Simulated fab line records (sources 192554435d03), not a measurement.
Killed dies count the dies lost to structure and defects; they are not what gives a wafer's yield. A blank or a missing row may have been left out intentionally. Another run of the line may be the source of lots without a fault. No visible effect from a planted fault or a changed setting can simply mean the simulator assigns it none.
Chamber matching | flow n5-finfet | N5_SD_EPI_N_ETCH_35 on rie-diel-05 has 4 sister chambers
The step etches SOC in N2/H2, overetch 108 nm, time 486 s. 4 wafers are shown with their chamber, then 8 later ones without.

WAFERS WITH THEIR CHAMBER
wafer  | chamber | showerhead-plenum-p-Torr (Torr)
L083.5 | 0       | 2.56
L083.6 | 1       | 2.49
L088.6 | 3       | 2.65
L090.2 | 2       | 2.52

WAFERS WHOSE CHAMBER IS MISSING
wafer  | showerhead-plenum-p-Torr (Torr)
L090.4 | 2.65
L090.5 | 2.52
L092.2 | 2.52
L092.3 | 2.55
L092.4 | 2.48
L093.3 | 2.48
L093.5 | 2.48
L093.6 | 2.52

WHICH CHAMBER EACH ONE RAN IN
wafer  | from the rows above | in truth
L090.4 | 3                   | 3
L090.5 | 2                   | 2
L092.2 | 2                   | 2
L092.3 | 0                   | 0
L092.4 | 1                   | 1
L093.3 | 1                   | 1
L093.5 | 1                   | 1
L093.6 | 2                   | 2
Correctly placed: 8 of 8. Can't be placed from these rows: 0. Number placed wrongly: 0.
How it was worked out, from the rows above alone: a wafer's distance from a chamber is the root of the sum, over the readings, of the square of ((its reading less the chamber's mean) divided by the reading's scatter). If the next closest chamber is less than 2 further off than the closest, the wafer can't be placed; otherwise it belongs to the closest. The mean given for a chamber averages the wafers shown for that chamber. The scatter: root of mean squared gap, hidden wafer to nearest shown wafer, with one shown wafer a chamber.
